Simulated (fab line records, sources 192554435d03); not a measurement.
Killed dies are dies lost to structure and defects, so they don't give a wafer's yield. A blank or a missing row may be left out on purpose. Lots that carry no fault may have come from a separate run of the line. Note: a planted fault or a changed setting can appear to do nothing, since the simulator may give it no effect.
fab line records + flow n5Finfet
record
- lots=5
- wafers=14
- lastDay=16
route steps=1938 shown MOL_CONTACT_COAG@593 BEOL_M4@1111
lots that met no fault: from a run of the same line without faults
startH: hours from the record's opening day to when the first of the lot's shown wafers began + waitH: hours from the lot's prior step to this one + " identical to the entry in the row above + L1.1+2: a single row standing in for several wafers + - no value, or no start was given + * or withheld: withheld + < > ~ a bound
route shown NAME@n: names a module that has steps shown in the file, with the first one's number in the route + usual: mean and standard deviation over wafers with no fault + same: alike in all rows + chamber/n: place in a boat + sites: per-site readings + _std_site: the standard deviation of these + _edge_site: mean of outer sites minus mean of inner sites + radiusMm: for every site, how far away it sits from the centre of the wafer + mask NAME#n: copy n + behind: the most recent tool/chamber to have shaped the wafer + hold: the reason the lot was held/the length of the hold in hours/how it ended + device: which transistor (n, p or np) failed to switch + end of line: tests of these same wafers at the route's end + step lacking rows: just its recipe + killed: at the first sort, the dies lost to defects and structure; wafer yield is something else + map: per-die view of a wafer (x killed, . not killed, _ where there is no die)
set.NAME: the run value of the setting; set.NAME@STEP: its run value at that earlier step + model.NAME: the simulator's own value behind a step, which no gauge read
a table for each step, a row for each wafer; lots at some steps of the route
services: a tool's chamber out of use, with start hour (startH, from the record's first day; less than 0 if before it), hours out, and reason
## steps
# step N5_MOL_CONTACT_COAG_COAT_62
# recipe
- resist=SOC
- tempC=250
- timeS=60
- spinRpm=1500
- resistThkNm=60
# step N5_MOL_CONTACT_COAG_COAT_63
# recipe
- resist=SiARC
- tempC=220
- timeS=60
- spinRpm=1500
- resistThkNm=10
# step N5_MOL_CONTACT_COAG_COAT_64
# recipe
- resist=underlayer
- tempC=205
- timeS=60
- spinRpm=1500
- resistThkNm=10
# step N5_MOL_CONTACT_COAG_COAT_34
# recipe
- resist=CAR-EUV
- spinRpm=1500
- resistThkNm=40
# step N5_MOL_CONTACT_COAG_EBR_36
# recipe
- solvent=PGMEA
- ebrWidthMm=1.5
# step N5_MOL_CONTACT_COAG_SOFTBAKE_35
# recipe
- tempC=110
- timeS=60
- resist=CAR-EUV
# step N5_MOL_CONTACT_COAG_EXPOSE_37
# recipe
- maskId=VD
- na=0.33
- sourceShape=annular
- sigmaInner=0.3
- sigmaOuter=0.7
- polarization=unpolarized
- defocusNm=0
- doseMj=62
# step N5_MOL_CONTACT_COAG_PEB_38
# recipe
- pebTempC=100
- pebTimeS=60
- resist=CAR-EUV
# step N5_MOL_CONTACT_COAG_DEVELOP_39
# recipe
- developTimeS=30
- developer=TMAH
- resist=CAR-EUV
- rinseLiquid=surfactantRinse
- dry=airSpin
- devTempC=23
# step N5_MOL_CONTACT_COAG_CD_MEAS_40
# recipe
- targetCdNm=25.1
- landingEnergyEv=500
- detector=seInlens
- polarity=opening
# usual
- cdNm=25.02/0.25
| lot.wafer | tool     | chamber | startH | waitH | cdNm  |
|-----------|----------|---------|--------|-------|-------|
| L366.3    | cdSem-01 | 0       | 99.49  | -     | 25.17 |
| L366.4    | "        | 0       | "      | "     | 25.04 |
| L366.6    | "        | 0       | "      | "     | 25.39 |
| L371.1    | cdSem-02 | 0       | 134.07 | -     | 25.32 |
| L371.5    | "        | 0       | "      | "     | 24.91 |
| L371.6    | "        | 0       | "      | "     | 24.68 |
| L380.4    | cdSem-02 | 0       | 188.41 | -     | 24.71 |
| L380.5    | "        | 0       | "      | "     | 24.51 |
| L383.1    | cdSem-03 | 0       | 203.35 | -     | 25.04 |
| L383.4    | "        | 0       | "      | "     | 25.10 |
| L383.5    | "        | 0       | "      | "     | 24.95 |
| L385.3    | cdSem-03 | 0       | 216.70 | -     | 24.77 |
| L385.4    | "        | 0       | "      | "     | 24.67 |
| L385.6    | "        | 0       | "      | "     | 24.80 |
# step N5_MOL_CONTACT_COAG_OVL_MEAS_41
# recipe
- pointsPerWafer=522
# usual
- VD_OVL=-0.2/0.8
| lot.wafer | tool       | chamber | startH | waitH | VD_OVL[nm] |
|-----------|------------|---------|--------|-------|------------|
| L366.3    | overlay-02 | 0       | 99.53  | 0.0   | 0.1        |
| L366.4    | "          | 0       | "      | "     | -0.6       |
| L366.6    | "          | 0       | "      | "     | -0.9       |
| L371.1    | overlay-02 | 0       | 134.10 | 0.0   | 0.0        |
| L371.5    | "          | 0       | "      | "     | -1.1       |
| L371.6    | "          | 0       | "      | "     | -1.3       |
| L380.4    | overlay-02 | 0       | 188.48 | 0.1   | 1.1        |
| L380.5    | "          | 0       | "      | "     | -0.5       |
| L383.1    | overlay-02 | 0       | 203.38 | 0.0   | 0.5        |
| L383.4    | "          | 0       | "      | "     | 0.7        |
| L383.5    | "          | 0       | "      | "     | -0.7       |
| L385.3    | overlay-02 | 0       | 216.74 | 0.0   | 0.1        |
| L385.4    | "          | 0       | "      | "     | 1.1        |
| L385.6    | "          | 0       | "      | "     | 0.1        |
# step N5_MOL_CONTACT_COAG_INSPECT_42
# recipe
- mode=adi
- inspectInstrument=brightfield
# usual
- rawDefectCount=223/58
| lot.wafer | tool             | chamber | startH | waitH | rawDefectCount |
|-----------|------------------|---------|--------|-------|----------------|
| L366.3    | defectInspect-02 | -       | 99.58  | 0.0   | 193            |
| L366.4    | "                | -       | "      | "     | 203            |
| L366.6    | "                | -       | "      | "     | 212            |
| L371.1    | defectInspect-01 | -       | 134.17 | 0.1   | 196            |
| L371.5    | "                | -       | "      | "     | 341            |
| L371.6    | "                | -       | "      | "     | 274            |
| L380.4    | defectInspect-02 | -       | 188.52 | 0.0   | 186            |
| L380.5    | "                | -       | "      | "     | 232            |
| L383.1    | defectInspect-02 | -       | 203.44 | 0.1   | 161            |
| L383.4    | "                | -       | "      | "     | 197            |
| L383.5    | "                | -       | "      | "     | 140            |
| L385.3    | defectInspect-02 | -       | 216.79 | 0.0   | 141            |
| L385.4    | "                | -       | "      | "     | 122            |
| L385.6    | "                | -       | "      | "     | 131            |
# step N5_MOL_CONTACT_COAG_DESCUM_45
# recipe
- chemistry=O2
- timeS=7
- sourcePowerW=50
- biasPowerW=20
- pressureMtorr=20
- rfFrequencyHz=2.712e+07
- tempC=40
- resist=CAR-EUV
- o2FlowSccm=225
# usual
- drypumpMotorCurrentA=5.6/0.31
- oesProductAu=0.76/0.074
- rfVppV=243.2/1.2
- showerheadPlenumPTorr=2.10/0.059
- throttleValvePct=20.44/0.3
| lot.wafer | tool       | chamber | startH | waitH | drypumpMotorCurrentA | oesProductAu | rfHoursCounterH | rfVppV | showerheadPlenumPTorr | throttleValvePct | model.CAR-EUV_of_MOL_CONTACT_COAG_COAT_34.thkNm |
|-----------|------------|---------|--------|-------|----------------------|--------------|-----------------|--------|-----------------------|------------------|-------------------------------------------------|
| L366.3    | rieDiel-01 | 1       | 99.78  | 0.2   | 5.7                  | 0.73         | 171             | 242.5  | 2.09                  | 20.10            | 36                                              |
| L366.4    | "          | 3       | "      | "     | 5.6                  | 0.71         | 185             | 243.5  | 2.09                  | 20.68            | 36                                              |
| L366.6    | "          | 3       | "      | "     | 5.5                  | 0.72         | -               | 243.3  | 2.09                  | 20.68            | 36                                              |
| L371.1    | rieDiel-01 | 3       | 134.21 | 0.0   | 5.5                  | 0.70         | 201             | 242.1  | 2.08                  | 20.71            | 36.2                                            |
| L371.5    | "          | 3       | "      | "     | 5.6                  | 0.71         | -               | 243.5  | 2.08                  | 20.71            | 36.2                                            |
| L371.6    | "          | 2       | "      | "     | 5.7                  | 0.70         | -               | 241.4  | 2.06                  | 20.86            | 36                                              |
| L380.4    | rieDiel-05 | 1       | 189.27 | 0.8   | 5.6                  | 0.74         | -               | 244.5  | 2.16                  | 20.46            | 36.4                                            |
| L380.5    | "          | 2       | "      | "     | 5.2                  | 0.71         | -               | 244.1  | 2.16                  | 20.74            | 37.4                                            |
| L383.1    | rieDiel-01 | 0       | 203.59 | 0.1   | 5.9                  | 0.92         | 22              | 242.6  | 2.06                  | 20.31            | 36.2                                            |
| L383.4    | "          | 3       | "      | "     | 5.6                  | 0.69         | -               | 243.3  | 2.07                  | 20.75            | 36.2                                            |
| L383.5    | "          | 0       | "      | "     | 5.9                  | 0.90         | -               | 241.7  | 2.06                  | 20.33            | 36                                              |
| L385.3    | rieDiel-01 | 2       | 216.82 | 0.0   | 5.7                  | 0.98         | 1               | 243.7  | 2.06                  | 20.49            | 36                                              |
| L385.4    | "          | 1       | "      | "     | 5.8                  | 0.70         | 217             | 243.5  | 2.07                  | 20.17            | 36.2                                            |
| L385.6    | "          | 2       | "      | "     | 5.7                  | 0.96         | -               | 242.9  | 2.06                  | 20.49            | 36                                              |
# step N5_MOL_CONTACT_COAG_ETCH_65
# recipe
- chemistry=N2/H2
- target=underlayer
- targetDepthA=130
- maskMaterial=CAR-EUV
- timeS=10.4
- ionEnergyEv=200
- pressureMtorr=30
- sourceW=840
- biasW=150
- n2FlowSccm=200
- h2FlowSccm=200
- ends=cleared
# usual
- drypumpMotorCurrentA=5.6/0.32
- etchRfOnTimeS=10.43/0.28
- oesProductAu=0.65/0.061
- rfVppV=524.0/2.3
- showerheadPlenumPTorr=2.55/0.069
- throttleValvePct=17.89/0.29
| lot.wafer | tool       | chamber | startH | waitH | drypumpMotorCurrentA | etchRfOnTimeS | oesProductAu | rfHoursCounterH | rfVppV | showerheadPlenumPTorr | throttleValvePct |
|-----------|------------|---------|--------|-------|----------------------|---------------|--------------|-----------------|--------|-----------------------|------------------|
| L366.3    | rieDiel-01 | 1       | 99.81  | 0.0   | 5.8                  | 10.52         | 0.62         | 171             | 525.0  | 2.53                  | 17.44            |
| L366.4    | "          | 3       | "      | "     | 5.6                  | 10.25         | 0.63         | 185             | 522.1  | 2.53                  | 18.09            |
| L366.6    | "          | 3       | "      | "     | 5.6                  | 10.24         | 0.63         | -               | 522.8  | 2.53                  | 18.09            |
| L371.1    | rieDiel-01 | 3       | 134.24 | 0.0   | 5.6                  | 10.16         | 0.62         | 201             | 523.5  | 2.52                  | 18.13            |
| L371.5    | "          | 3       | "      | "     | 5.6                  | 10.25         | 0.61         | -               | 525.1  | 2.52                  | 18.13            |
| L371.6    | "          | 2       | "      | "     | 5.7                  | 9.94          | 0.62         | -               | 523.1  | 2.51                  | 18.32            |
| L380.4    | rieDiel-05 | 1       | 189.30 | 0.0   | 5.6                  | 11.09         | 0.62         | -               | 528.0  | 2.60                  | 17.72            |
| L380.5    | "          | 2       | "      | "     | 5.2                  | 10.94         | 0.61         | -               | 527.2  | 2.64                  | 18.36            |
| L383.1    | rieDiel-01 | 0       | 203.62 | 0.0   | 5.9                  | 10.49         | 0.76         | 22              | 521.7  | 2.51                  | 17.81            |
| L383.4    | "          | 3       | "      | "     | 5.6                  | 10.49         | 0.59         | -               | 521.2  | 2.51                  | 18.16            |
| L383.5    | "          | 0       | "      | "     | 5.9                  | 10.55         | 0.76         | -               | 521.5  | 2.51                  | 17.81            |
| L385.3    | rieDiel-01 | 2       | 216.85 | 0.0   | 5.7                  | 10.11         | 0.84         | 1               | 522.3  | 2.50                  | 17.93            |
| L385.4    | "          | 1       | "      | "     | 5.8                  | 10.76         | 0.58         | 217             | 524.9  | 2.51                  | 17.53            |
| L385.6    | "          | 2       | "      | "     | 5.7                  | 10.10         | 0.83         | -               | 522.4  | 2.50                  | 17.90            |
# step N5_MOL_CONTACT_COAG_ETCH_66
# recipe
- chemistry=CF4
- target=SiARC
- targetDepthA=130
- maskMaterial=CAR-EUV
- timeS=21.7
- ionEnergyEv=80
- pressureMtorr=40
- sourceW=545
- biasW=36
- Ar_flow_sccm=100
- cf4FlowSccm=100
- ends=cleared
# usual
- cf4FlowSccm=99.96/0.29
- drypumpMotorCurrentA=5.6/0.31
- etchRfOnTimeS=21.7/0.62
- oesProductAu=0.65/0.062
- rfVppV=184.1/0.95
- showerheadPlenumPTorr=2.15/0.056
- throttleValvePct=15.65/0.27
| lot.wafer | tool       | chamber | startH | waitH | cf4FlowSccm | drypumpMotorCurrentA | etchRfOnTimeS | oesProductAu | rfHoursCounterH | rfVppV | showerheadPlenumPTorr | throttleValvePct |
|-----------|------------|---------|--------|-------|-------------|----------------------|---------------|--------------|-----------------|--------|-----------------------|------------------|
| L366.3    | rieDiel-01 | 1       | 99.83  | 0.0   | 99.93       | 5.8                  | 21.8          | 0.62         | 171             | 185.1  | 2.14                  | 15.34            |
| L366.4    | "          | 3       | "      | "     | 99.46       | 5.6                  | 21.3          | 0.63         | 185             | 183.6  | 2.14                  | 15.91            |
| L366.6    | "          | 3       | "      | "     | 100.08      | 5.6                  | 21.4          | 0.62         | -               | 183.9  | 2.14                  | 15.90            |
| L371.1    | rieDiel-01 | 3       | 134.26 | 0.0   | 99.94       | 5.5                  | 21.4          | 0.61         | 201             | 184.8  | 2.14                  | 15.94            |
| L371.5    | "          | 3       | "      | "     | 99.66       | 5.6                  | 21.4          | 0.61         | -               | 183.3  | 2.14                  | 15.95            |
| L371.6    | "          | 2       | "      | "     | 100.42      | 5.7                  | 20.8          | 0.61         | -               | 185.0  | 2.11                  | 16.05            |
| L380.4    | rieDiel-05 | 1       | 189.34 | 0.0   | 99.89       | 5.6                  | 22.8          | 0.61         | -               | 183.9  | 2.19                  | 15.61            |
| L380.5    | "          | 2       | "      | "     | 99.61       | 5.2                  | 22.6          | 0.60         | -               | 184.6  | 2.21                  | 15.98            |
| L383.1    | rieDiel-01 | 0       | 203.64 | 0.0   | 99.65       | 5.9                  | 21.7          | 0.77         | 22              | 183.6  | 2.10                  | 15.43            |
| L383.4    | "          | 3       | "      | "     | 99.63       | 5.5                  | 21.7          | 0.60         | -               | 183.9  | 2.13                  | 15.99            |
| L383.5    | "          | 0       | "      | "     | 99.85       | 5.9                  | 21.8          | 0.77         | -               | 186.2  | 2.10                  | 15.42            |
| L385.3    | rieDiel-01 | 2       | 216.87 | 0.0   | 100.02      | 5.7                  | 20.6          | 0.85         | 1               | 183.1  | 2.10                  | 15.59            |
| L385.4    | "          | 1       | "      | "     | 99.88       | 5.8                  | 22.0          | 0.59         | 217             | 184.3  | 2.13                  | 15.43            |
| L385.6    | "          | 2       | "      | "     | 100.03      | 5.7                  | 20.7          | 0.85         | -               | 184.8  | 2.10                  | 15.58            |
# step N5_MOL_CONTACT_COAG_ALD_133
# recipe
- material=SiO2
- targetThkA=50
- tempC=100
- aldPrecursorFamily=BDEAS
- aldCoReactant=O2-plasma
- pulseTimeS=1
- coReactantPulseTimeS=1
- purgeTimeS=2
- coReactantPurgeTimeS=2
- aldCycles=35
- pressureTorr=2
# usual
- heaterPowerW=78/9.2
- precursorPulseHeightRel=0.998/0.02
# same
- aldCycles=35
| lot.wafer | tool      | chamber | startH | waitH | heaterPowerW | precursorPulseHeightRel |
|-----------|-----------|---------|--------|-------|--------------|-------------------------|
| L366.3    | aldSin-01 | 0       | 99.91  | 0.1   | 88           | 1.001                   |
| L366.4    | "         | 1       | "      | "     | 81           | 0.961                   |
| L366.6    | "         | 1       | "      | "     | 80           | 0.954                   |
| L371.1    | aldSin-04 | 0       | 134.34 | 0.1   | 72           | 1.003                   |
| L371.5    | "         | 2       | "      | "     | 92           | 0.985                   |
| L371.6    | "         | 1       | "      | "     | 73           | 1.000                   |
| L380.4    | aldSin-04 | 1       | 189.50 | 0.1   | 72           | 0.997                   |
| L380.5    | "         | 1       | "      | "     | 71           | 1.014                   |
| L383.1    | aldSin-04 | 1       | 203.72 | 0.1   | 71           | 0.960                   |
| L383.4    | "         | 2       | "      | "     | 96           | 1.000                   |
| L383.5    | "         | 3       | "      | "     | 81           | 0.960                   |
| L385.3    | aldSin-04 | 0       | 216.95 | 0.1   | 73           | 0.993                   |
| L385.4    | "         | 2       | "      | "     | 96           | 0.998                   |
| L385.6    | "         | 1       | "      | "     | 72           | 1.018                   |
# step N5_MOL_CONTACT_COAG_ETCHBACK_134
# recipe
- chemistry=CHF3
- target=SiO2
- targetDepthA=100
- timeS=6.7
- ionEnergyEv=200
- pressureMtorr=30
- sourceW=610
- biasW=170
- Ar_flow_sccm=200
- CHF3_flow_sccm=50
# usual
- drypumpMotorCurrentA=5.6/0.36
- oesProductAu=0.77/0.08
- rfVppV=526/12
- showerheadPlenumPTorr=2.38/0.068
- throttleValvePct=18.66/0.28
| lot.wafer | tool       | chamber | startH | waitH | drypumpMotorCurrentA | oesProductAu | rfHoursCounterH | rfVppV | showerheadPlenumPTorr | throttleValvePct | model.CAR-EUV_of_MOL_CONTACT_COAG_COAT_34.thkNm |
|-----------|------------|---------|--------|-------|----------------------|--------------|-----------------|--------|-----------------------|------------------|-------------------------------------------------|
| L366.3    | rieDiel-05 | 1       | 100.12 | 0.1   | 5.6                  | 0.77         | 159             | 544    | 2.45                  | 18.63            | 15.6                                            |
| L366.4    | "          | 2       | "      | "     | 5.2                  | 0.73         | 189             | 547    | 2.46                  | 19.01            | 15.4                                            |
| L366.6    | "          | 3       | "      | "     | 6.5                  | 0.68         | -               | 530    | 2.28                  | 18.89            | 15.4                                            |
| L371.1    | rieDiel-03 | 1       | 134.55 | 0.1   | 5.7                  | 0.88         | 42              | 531    | 2.40                  | 18.43            | 15.6                                            |
| L371.5    | "          | 2       | "      | "     | 5.0                  | 0.75         | -               | 524    | 2.37                  | 18.54            | 15.6                                            |
| L371.6    | "          | 3       | "      | "     | 5.7                  | 0.83         | -               | 505    | 2.29                  | 18.20            | 15.4                                            |
| L380.4    | rieDiel-05 | 0       | 190.35 | 0.8   | 5.4                  | 0.75         | -               | 533    | 2.46                  | 19.06            | 15.8                                            |
| L380.5    | "          | 2       | "      | "     | 5.2                  | 0.71         | -               | 545    | 2.45                  | 19.05            | 17                                              |
| L383.1    | rieDiel-03 | 3       | 203.90 | 0.1   | 5.7                  | 0.79         | 124             | 505    | 2.28                  | 18.26            | 15.6                                            |
| L383.4    | "          | 0       | "      | "     | 5.9                  | 0.72         | 189             | 534    | 2.47                  | 18.60            | 15.6                                            |
| L383.5    | "          | 3       | "      | "     | 5.7                  | 0.79         | -               | 503    | 2.28                  | 18.25            | 15.4                                            |
| L385.3    | rieDiel-05 | 2       | 217.15 | 0.1   | 5.2                  | 0.71         | 227             | 544    | 2.45                  | 19.07            | 15.4                                            |
| L385.4    | "          | 1       | "      | "     | 5.6                  | 0.73         | 203             | 545    | 2.43                  | 18.71            | 15.8                                            |
| L385.6    | "          | 2       | "      | "     | 5.2                  | 0.70         | -               | 544    | 2.45                  | 19.09            | 15.4                                            |
# step N5_MOL_CONTACT_COAG_ETCH_67
# recipe
- chemistry=N2/H2
- target=SOC
- targetDepthA=600
- overetchA=210
- maskMaterial=SiARC
- tempC=40
- timeS=101.2
- ionEnergyEv=200
- pressureMtorr=30
- sourceW=840
- biasW=150
- n2FlowSccm=200
- h2FlowSccm=200
# usual
- drypumpMotorCurrentA=5.6/0.36
- oesProductAu=0.65/0.063
- rfVppV=524.1/2.2
- showerheadPlenumPTorr=2.55/0.072
- throttleValvePct=17.81/0.28
| lot.wafer | tool       | chamber | startH | waitH | drypumpMotorCurrentA | oesProductAu | rfHoursCounterH | rfVppV | showerheadPlenumPTorr | throttleValvePct |
|-----------|------------|---------|--------|-------|----------------------|--------------|-----------------|--------|-----------------------|------------------|
| L366.3    | rieDiel-05 | 1       | 100.15 | 0.0   | 5.6                  | 0.65         | 159             | 526.1  | 2.62                  | 17.63            |
| L366.4    | "          | 2       | "      | "     | 5.2                  | 0.62         | 189             | 525.9  | 2.65                  | 18.28            |
| L366.6    | "          | 3       | "      | "     | 6.5                  | 0.58         | -               | 521.2  | 2.39                  | 17.82            |
| L371.1    | rieDiel-03 | 1       | 134.58 | 0.0   | 5.7                  | 0.74         | 42              | 524.7  | 2.59                  | 17.70            |
| L371.5    | "          | 2       | "      | "     | 5.0                  | 0.63         | -               | 524.6  | 2.55                  | 17.71            |
| L371.6    | "          | 3       | "      | "     | 5.7                  | 0.68         | -               | 522.6  | 2.47                  | 17.48            |
| L380.4    | rieDiel-05 | 0       | 190.41 | 0.0   | 5.4                  | 0.63         | -               | 526.0  | 2.63                  | 18.27            |
| L380.5    | "          | 2       | "      | "     | 5.2                  | 0.60         | -               | 525.9  | 2.64                  | 18.34            |
| L383.1    | rieDiel-03 | 3       | 203.94 | 0.0   | 5.7                  | 0.66         | 124             | 521.6  | 2.46                  | 17.52            |
| L383.4    | "          | 0       | "      | "     | 5.9                  | 0.63         | 189             | 526.5  | 2.63                  | 17.66            |
| L383.5    | "          | 3       | "      | "     | 5.7                  | 0.65         | -               | 522.1  | 2.46                  | 17.52            |
| L385.3    | rieDiel-05 | 2       | 217.18 | 0.0   | 5.2                  | 0.59         | 227             | 525.6  | 2.64                  | 18.34            |
| L385.4    | "          | 1       | "      | "     | 5.6                  | 0.62         | 203             | 526.9  | 2.60                  | 17.71            |
| L385.6    | "          | 2       | "      | "     | 5.2                  | 0.60         | -               | 527.0  | 2.63                  | 18.34            |
# step N5_BEOL_M4_RC_MEAS_101
# usual
- DIBL_N=36.9/1.6
- DIBL_P=37.1/2
- IOFF_N=0.17/0.032
- IOFF_P=0.22/0.036
- ION_N=674/12
- ION_P=463/7.8
- SS_N=71.7/0.63
- SS_P=73.5/0.62
- VT_N=249/3.3
- VT_P=-250/3.5
| lot.wafer | tool      | chamber | startH | waitH | DIBL_N[mV/V] | DIBL_P[mV/V] | IOFF_N[nA/um] | IOFF_P[nA/um] | ION_N[uA/um] | ION_P[uA/um] | SS_N[mV/dec] | SS_P[mV/dec] | VT_N[mV] | VT_P[mV] |
|-----------|-----------|---------|--------|-------|--------------|--------------|---------------|---------------|--------------|--------------|--------------|--------------|----------|----------|
| L366.3    | prober-01 | 0       | 179.99 | 0.3   | 37.1         | 37.8         | 0.19          | 0.25          | 686          | 468          | 71.6         | 73.9         | 247      | -250     |
| L366.4    | "         | 0       | "      | "     | 36.9         | 36.9         | 0.18          | 0.22          | 678          | 458          | 72.9         | 73.6         | 246      | -251     |
| L366.6    | "         | 0       | "      | "     | 37.0         | 37.2         | 0.17          | 0.23          | 679          | 465          | 71.6         | 73.4         | 248      | -250     |
| L371.1    | prober-02 | 0       | 206.32 | 0.0   | 37.7         | 38.3         | 0.19          | 0.24          | 686          | 463          | 71.1         | 74.2         | 247      | -250     |
| L371.5    | "         | 0       | "      | "     | 35.9         | 35.9         | 0.16          | 0.21          | 676          | 463          | 70.7         | 73.8         | 248      | -252     |
| L371.6    | "         | 0       | "      | "     | 33.4         | 32.8         | 0.11          | 0.16          | 653          | 448          | 70.3         | 72.0         | 254      | -253     |
| L380.4    | prober-02 | 0       | 272.70 | 0.5   | 34.6         | 34.5         | 0.12          | 0.18          | 653          | 456          | 70.9         | 73.5         | 254      | -253     |
| L380.5    | "         | 0       | "      | "     | 36.0         | 35.1         | 0.13          | 0.19          | 670          | 458          | 71.5         | 73.3         | 252      | -253     |
| L383.1    | prober-02 | 0       | 279.26 | 0.0   | 34.9         | 34.5         | 0.14          | 0.17          | 662          | 455          | 71.2         | 73.0         | 253      | -254     |
| L383.4    | "         | 0       | "      | "     | 37.1         | 38.1         | 0.17          | 0.23          | 676          | 464          | 72.1         | 73.4         | 250      | -248     |
| L383.5    | "         | 0       | "      | "     | 36.3         | 37.7         | 0.17          | 0.22          | 679          | 470          | 72.4         | 73.2         | 249      | -252     |
| L385.3    | prober-01 | 0       | 281.28 | 0.4   | 36.8         | 34.9         | 0.15          | 0.21          | 691          | 471          | 71.0         | 73.9         | 250      | -248     |
| L385.4    | "         | 0       | "      | "     | 37.9         | 35.1         | 0.17          | 0.23          | 678          | 464          | 71.5         | 73.2         | 249      | -247     |
| L385.6    | "         | 0       | "      | "     | 40.2         | 38.7         | 0.22          | 0.30          | 690          | 477          | 72.4         | 74.6         | 245      | -244     |
## services
| tool       | chamber | startH | hours | kind                        |
|------------|---------|--------|-------|-----------------------------|
| aldSin-04  | -       | 85.71  | 14.0  | pm                          |
| rieDiel-03 | -       | 93.58  | 15.6  | pm                          |
| rieDiel-01 | 0       | 120.89 | -     | clean                       |
| rieDiel-01 | 0       | 120.89 | -     | consumableReplace:focusRing |
| rieDiel-01 | 0       | 120.89 | 14.7  | scheduledDown               |
| rieDiel-01 | 0       | 120.89 | 14.7  | ventCycle                   |
| rieDiel-03 | -       | 128.92 | 2.1   | repair                      |
| rieDiel-05 | 2       | 141.89 | 14.4  | repair                      |
| aldSin-01  | -       | 152.16 | 0.5   | repair                      |
| rieDiel-05 | 0       | 157.23 | 1.9   | repair                      |
| rieDiel-03 | 1       | 159.93 | 2.5   | repair                      |
| rieDiel-05 | -       | 161.75 | 14.6  | pm                          |
| rieDiel-03 | -       | 170.76 | 0.3   | repair                      |
| rieDiel-01 | 2       | 175.18 | -     | clean                       |
| rieDiel-01 | 2       | 175.18 | -     | consumableReplace:focusRing |
| rieDiel-01 | 2       | 175.18 | 38.4  | scheduledDown               |
| rieDiel-01 | 2       | 175.18 | 38.4  | ventCycle                   |
| aldSin-04  | 2       | 175.42 | 2.6   | repair                      |
| rieDiel-01 | -       | 179.88 | 15.6  | pm                          |
| rieDiel-05 | 3       | 180.98 | -     | clean                       |
| rieDiel-05 | 3       | 180.98 | -     | consumableReplace:focusRing |
| rieDiel-01 | -       | 198.29 | 0.4   | repair                      |
| aldSin-04  | 0       | 207.03 | 3.6   | repair                      |
| aldSin-01  | 0       | 216.83 | 19.7  | repair                      |
## key
firstSign none at tools or gauges
modelEffect
- step=N5_MOL_CONTACT_COAG_DESCUM_45
- value=CAR-EUV_of_MOL_CONTACT_COAG_COAT_34.thkNm
- without=36.4
- struck=37.4
modelEffect
- step=N5_MOL_CONTACT_COAG_ETCHBACK_134
- value=CAR-EUV_of_MOL_CONTACT_COAG_COAT_34.thkNm
- without=15.8
- struck=17
metAt N5_MOL_CONTACT_COAG_DESCUM_45
struckWafers L380.5
fault
- kind=processParameterDrift
- tool=rieDiel-05
- chamber=-
- onsetH=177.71
- steps=N5_MOL_CONTACT_COAG_DESCUM_45
- channel=timeS
- offset=*
- shape=step
- endH=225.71
- scope=struckWafersOnly
- actsIn=*
- stated=*
